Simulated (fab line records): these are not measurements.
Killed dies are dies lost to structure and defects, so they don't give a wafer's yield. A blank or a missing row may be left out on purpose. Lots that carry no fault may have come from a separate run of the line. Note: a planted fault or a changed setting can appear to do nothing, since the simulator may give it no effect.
Matching of chambers	flow nand harc	NHARC_HYBRID_BOND_ACTIVATE_00 on rie diel-02: 4 sister chambers
The step chemistry N2, time 60 s. 4 wafers are shown with their chamber, then 7 later ones without.

== WAFERS PAIRED WITH THEIR CHAMBERS ==
wafer	chamber	drypump motor current A (A)
L523.3	0	5.8
L531.4	2	5.7
L534.1	3	6.1
L534.3	1	6.4

== WAFERS WITHOUT THEIR CHAMBER ==
wafer	drypump motor current A (A)
L534.5	5.8
L544.4	6.0
L544.5	6.4
L544.6	5.8
L543.1	6.4
L543.3	5.7
L543.4	6.0

== CHAMBER TAKEN BY EACH ==
wafer	from the rows above	in truth
L534.5	can't be placed: 0 or 2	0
L544.4	can't be placed: 3 or 0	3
L544.5	1	1
L544.6	can't be placed: 0 or 2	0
L543.1	1	1
L543.3	can't be placed: 2 or 0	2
L543.4	can't be placed: 3 or 0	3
2 of 7 placed correctly. These rows do not allow placing 5 (true chamber among the candidates in 5). Number placed wrongly: 0.
How it was worked out, from the rows above alone: a wafer's distance from a chamber is the root of the sum, over the readings, of the square of ((its reading less the chamber's mean) divided by the reading's scatter). The wafer belongs to the nearest chamber; if the next one is less than 2 further off, it can't be placed. For every chamber, the mean is computed from those of its wafers that are shown. The scatter (one wafer shown for each chamber): square how far every hidden wafer sits from the nearest shown wafer, average those squares and take the square root.
